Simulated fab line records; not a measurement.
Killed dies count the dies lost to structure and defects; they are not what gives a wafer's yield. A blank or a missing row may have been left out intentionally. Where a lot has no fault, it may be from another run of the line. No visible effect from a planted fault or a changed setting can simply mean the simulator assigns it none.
Matching of chambers | flow n5_finfet | 3 sister chambers for N5_BEOL_M4_CO_CAP_55 on cvd_co-01
The step material Co, precursor CCTBA/H2, target thk 2 nm, time 102.1 s. 14 wafers are shown with their chamber, then 7 later ones without.

## WAFERS, EACH WITH ITS CHAMBER
wafer  | chamber | heater_power_w (W)
L228.3 | 0       | 239
L228.4 | 2       | 243
L228.5 | 1       | 273
L230.1 | 2       | 245
L230.3 | 1       | 268
L230.6 | 1       | 273
L229.3 | 0       | 246
L229.4 | 1       | 264
L229.6 | 2       | 240
L233.1 | 2       | 250
L233.2 | 1       | 266
L233.4 | 0       | 245
L237.1 | 2       | 250
L237.3 | 0       | 241

SIGNATURES (means of the wafers above)
reading        | chamber 0 | chamber 1 | chamber 2 | scatter within a chamber
heater_power_w | 242.75    | 268.80    | 245.60    | 4.01
Rule: distance of a wafer from a chamber = root of the sum over the readings of ((wafer's reading minus chamber's mean) / reading's scatter) squared. The wafer belongs to the nearest chamber; if the next one is less than 2 further off, it can't be placed. The scatter: take each reading less its chamber's mean, square it, sum over the shown wafers, divide by the number of wafers less the number of chambers, and take the root.

## WAFERS WHOSE CHAMBER IS MISSING
wafer  | heater_power_w (W)
L237.6 | 248
L245.2 | 243
L245.3 | 274
L245.4 | 252
L246.2 | 244
L246.3 | 246
L246.4 | 241

## EACH ONE'S CHAMBER
wafer  | from the rows above     | in truth
L237.6 | can't be placed: 2 or 0 | 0
L245.2 | can't be placed: 0 or 2 | 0
L245.3 | 1                       | 1
L245.4 | can't be placed: 2 or 0 | 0
L246.2 | can't be placed: 0 or 2 | 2
L246.3 | can't be placed: 2 or 0 | 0
L246.4 | can't be placed: 0 or 2 | 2
Placed correctly: 1 of 7. Cannot be placed on the basis of these rows: 6; the candidates contain the true chamber in 6. 0 placed wrongly.
